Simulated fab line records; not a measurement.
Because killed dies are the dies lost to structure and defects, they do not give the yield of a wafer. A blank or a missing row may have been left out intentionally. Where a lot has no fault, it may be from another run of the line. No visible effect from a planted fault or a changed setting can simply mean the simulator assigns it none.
A sampling plan put to the test + flow n5 finfet + one fab line, 17 faults that these records tell of, each judged on the records of the lots that it struck; 1 more is left out, because the records don't allow judging it
The line's own looks make up the plan; these are the steps of the route where a gauge or inspection reads the wafer and leaves it unchanged. A look is open to judgement when struck wafers have a number at it and the file gives its usual mean and standard deviation on fault-free wafers. Caught: 4 or more of those standard deviations (sigma) separate the usual mean from the mean of the struck wafers at a look after the fault's first step. On the tool: the identical test, applied to the tool's own readings at the steps of the fault. Also counted as caught: the struck wafers showing another recipe, or a record that is empty for them alone.

THE FAULTS, as the simulator had put them in
1. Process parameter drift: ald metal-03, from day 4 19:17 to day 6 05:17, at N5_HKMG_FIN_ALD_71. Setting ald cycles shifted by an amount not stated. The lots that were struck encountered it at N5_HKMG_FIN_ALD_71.
2. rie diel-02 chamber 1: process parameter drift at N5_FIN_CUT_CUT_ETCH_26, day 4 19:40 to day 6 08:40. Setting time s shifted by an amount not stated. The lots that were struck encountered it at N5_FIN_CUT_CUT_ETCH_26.
3. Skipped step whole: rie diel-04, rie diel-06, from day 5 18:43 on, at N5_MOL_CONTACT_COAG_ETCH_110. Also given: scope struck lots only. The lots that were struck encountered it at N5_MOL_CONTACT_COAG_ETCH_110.
4. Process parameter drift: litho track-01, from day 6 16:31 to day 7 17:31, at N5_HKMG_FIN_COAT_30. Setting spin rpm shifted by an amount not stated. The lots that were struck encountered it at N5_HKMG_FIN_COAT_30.
5. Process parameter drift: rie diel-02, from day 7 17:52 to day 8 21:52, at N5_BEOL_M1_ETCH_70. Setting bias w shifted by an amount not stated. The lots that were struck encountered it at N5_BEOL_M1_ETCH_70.
6. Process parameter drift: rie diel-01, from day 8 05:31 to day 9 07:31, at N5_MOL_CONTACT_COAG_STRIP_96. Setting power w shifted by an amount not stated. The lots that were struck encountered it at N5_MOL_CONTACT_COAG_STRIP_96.
7. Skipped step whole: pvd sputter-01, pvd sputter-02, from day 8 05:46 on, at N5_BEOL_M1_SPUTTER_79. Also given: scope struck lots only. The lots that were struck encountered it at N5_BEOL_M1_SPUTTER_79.
8. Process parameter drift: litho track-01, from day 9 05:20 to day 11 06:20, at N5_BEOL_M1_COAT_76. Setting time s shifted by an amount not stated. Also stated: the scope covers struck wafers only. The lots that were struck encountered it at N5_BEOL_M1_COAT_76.
9. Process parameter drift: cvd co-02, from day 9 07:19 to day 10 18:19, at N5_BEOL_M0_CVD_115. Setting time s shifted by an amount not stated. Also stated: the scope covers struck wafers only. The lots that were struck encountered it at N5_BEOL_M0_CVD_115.
10. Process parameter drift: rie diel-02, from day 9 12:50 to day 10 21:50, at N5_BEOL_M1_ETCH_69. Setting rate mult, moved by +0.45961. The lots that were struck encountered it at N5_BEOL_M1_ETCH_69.
11. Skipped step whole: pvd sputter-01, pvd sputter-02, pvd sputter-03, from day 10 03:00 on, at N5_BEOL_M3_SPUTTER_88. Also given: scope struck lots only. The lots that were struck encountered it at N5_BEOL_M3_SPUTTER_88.
12. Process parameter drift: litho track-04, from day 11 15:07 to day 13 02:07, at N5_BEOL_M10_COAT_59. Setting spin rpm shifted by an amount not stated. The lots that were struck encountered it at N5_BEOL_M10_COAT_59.
13. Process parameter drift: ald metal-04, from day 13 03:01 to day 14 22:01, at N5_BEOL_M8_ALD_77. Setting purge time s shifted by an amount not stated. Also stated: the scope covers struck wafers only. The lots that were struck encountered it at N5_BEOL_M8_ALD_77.
14. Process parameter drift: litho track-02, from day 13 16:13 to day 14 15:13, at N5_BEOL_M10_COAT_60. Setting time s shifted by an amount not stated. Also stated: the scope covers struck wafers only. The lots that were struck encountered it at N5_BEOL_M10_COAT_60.
15. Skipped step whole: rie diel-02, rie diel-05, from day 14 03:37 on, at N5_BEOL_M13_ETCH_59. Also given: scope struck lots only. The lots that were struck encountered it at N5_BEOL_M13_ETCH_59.
16. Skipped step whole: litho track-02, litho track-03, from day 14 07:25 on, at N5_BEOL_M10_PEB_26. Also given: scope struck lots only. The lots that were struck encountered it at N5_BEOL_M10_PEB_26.
17. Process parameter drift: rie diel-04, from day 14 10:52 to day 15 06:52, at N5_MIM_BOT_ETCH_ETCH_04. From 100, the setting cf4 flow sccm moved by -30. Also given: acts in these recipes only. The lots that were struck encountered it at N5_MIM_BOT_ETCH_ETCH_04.

WHAT THE PLAN SAW
| fault | on the tool itself                               | first look that catches it                      | reading, sigma | median hours from its first step to that look | hours from the fault's start to the first struck lot there | judged looks passed uncaught |
|-------|--------------------------------------------------|-------------------------------------------------|----------------|-----------------------------------------------|------------------------------------------------------------|------------------------------|
| 1     | under 2 sigma                                    | not the one look that can be judged after it    | -              | -                                             | -                                                          | 1                            |
| 2     | run length s -5.5 sigma                          | not the one look that can be judged after it    | -              | -                                             | -                                                          | 1                            |
| 3     | the tool's record is blank for the struck wafers | not the one look that can be judged after it    | -              | -                                             | -                                                          | 1                            |
| 4     | spin speed rpm +99 or beyond sigma               | not the one look that can be judged after it    | -              | -                                             | -                                                          | 1                            |
| 5     | bias w -99 or beyond sigma                       | none of the 2 looks that can be judged after it | -              | -                                             | -                                                          | 2                            |
| 6     | power w +42 sigma                                | not the one look that can be judged after it    | -              | -                                             | -                                                          | 1                            |
| 7     | the tool's record is blank for the struck wafers | not the one look that can be judged after it    | -              | -                                             | -                                                          | 1                            |
| 8     | run length s -99 or beyond sigma                 | not the one look that can be judged after it    | -              | -                                             | -                                                          | 1                            |
| 9     | run length s +99 or beyond sigma                 | not the one look that can be judged after it    | -              | -                                             | -                                                          | 1                            |
| 10    | etch rf on time s -13 sigma                      | not the one look that can be judged after it    | -              | -                                             | -                                                          | 1                            |
| 11    | the tool's record is blank for the struck wafers | not the one look that can be judged after it    | -              | -                                             | -                                                          | 1                            |
| 12    | spin speed rpm -42 sigma                         | no look after it can be judged                  | -              | -                                             | -                                                          | 0                            |
| 13    | under 2 sigma                                    | no look after it can be judged                  | -              | -                                             | -                                                          | 0                            |
| 14    | run length s -99 or beyond sigma                 | no look after it can be judged                  | -              | -                                             | -                                                          | 0                            |
| 15    | the tool's record is blank for the struck wafers | no look after it can be judged                  | -              | -                                             | -                                                          | 0                            |
| 16    | the tool's record is blank for the struck wafers | no look after it can be judged                  | -              | -                                             | -                                                          | 0                            |
| 17    | cf4 flow sccm -99 or beyond sigma                | no look after it can be judged                  | -              | -                                             | -                                                          | 0                            |
A dash: this means the fault isn't caught or the number doesn't appear in these records.

Caught at a look: 0 of 17. Caught on the tool: 15 of 17. By one or the other: 15 of 17.
Faults 2, 3, 4, 5, 6, 7, 8, 9, 10, 11, 12, 14, 15, 16, 17 were caught on the tool alone.
Caught by neither: faults 1, 13.
